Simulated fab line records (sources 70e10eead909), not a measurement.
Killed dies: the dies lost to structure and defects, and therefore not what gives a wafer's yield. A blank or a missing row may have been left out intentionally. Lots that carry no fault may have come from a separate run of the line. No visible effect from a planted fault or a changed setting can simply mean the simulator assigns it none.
Which tool did it? ; flow nandHarc ; 6 lots with 18 wafers sampled at 5 steps, on a route of 1302 steps

== WHAT THE GAUGES SHOWED, per wafer ==
NHARC_END_SORT_01.
lot ; measured ; on ; killedAtArray

== TOOL THAT RAN EACH LOT (tool first, then ch and the chambers of the sampled wafers, then the start) ==
lot;NHARC_A_SGD_CUT_ETCHBACK_24;NHARC_A_SGD_CUT_STRIP_28;NHARC_A_SLIT_DEP_00;NHARC_A_WL_FILL_ALD_00
L805;rieDiel-13 ch 2,3, day 19 19:25;rieDiel-13 ch 2,3, day 19 20:02 or earlier;aclDep-01 ch 0, day 19 20:02;aldHk-02 ch 0,1,3, day 20 13:28
L808;rieDiel-12 ch 0,2,3, day 20 16:29;rieDiel-12 ch 0,1,3, day 20 17:06 or earlier;aclDep-01 ch 0, day 20 17:06;aldHk-02 ch 0,1,2, day 21 13:22
L813;rieDiel-02 ch 0,1,2, day 22 18:51;rieDiel-02 ch 0,1,3, day 22 19:30 or earlier;aclDep-03 ch 0, day 22 19:30;aldHk-01 ch 0,1,3, day 23 13:52
L826;rieDiel-12 ch 0,3, day 27 16:38;rieDiel-12 ch 0,1, day 27 17:17 or earlier;aclDep-01 ch 0, day 27 17:17;aldHk-04 ch 1,2, day 28 11:04
L824;rieDiel-13 ch 1,2,3, day 27 16:40;rieDiel-13 ch 0,2,3, day 27 17:17 or earlier;aclDep-02 ch 0, day 27 17:17;aldHk-04 ch 1,2, day 28 14:52
L828;rieDiel-02 ch 0,1,2, day 29 05:04;rieDiel-02 ch 0,1,3, day 29 06:13 or earlier;aclDep-01 ch 0, day 29 06:13;aldHk-01 ch 0,2,3, day 29 23:17
- NHARC_A_SGD_CUT_ETCHBACK_24: etches the open film in CH3F/O2, target depth 50 nm, time 92.857 s.
- NHARC_A_SGD_CUT_STRIP_28: strips in O2, time 20 s.
- NHARC_A_SLIT_DEP_00: deposits aC, target thk 6200 nm.
- NHARC_A_WL_FILL_ALD_00: deposits Al2O3, target thk 3 nm, pulse time 3 s, ald cycles 30.

== THE ANSWER, worked out from the rows above alone ==
Rule: what is usual is taken from the lots themselves. Put in order of their means at a reading, lots are off if they are a third of the lots or fewer, leave a main group of 4 or more, and stand apart from it by a gap of 3 or more times the standard deviation of the main group's means; of several such gaps the widest counts. If all means in a main group match to the digits the tables above print for the reading, that group is not used. Also off: a lot with no number at a reading for which 4 or more lots have one. All remaining lots with rows at the step are treated as sound.
Nothing can be told from this: no lot is off at any reading shown.

== WHAT THE SIMULATOR HAD PUT IN ==
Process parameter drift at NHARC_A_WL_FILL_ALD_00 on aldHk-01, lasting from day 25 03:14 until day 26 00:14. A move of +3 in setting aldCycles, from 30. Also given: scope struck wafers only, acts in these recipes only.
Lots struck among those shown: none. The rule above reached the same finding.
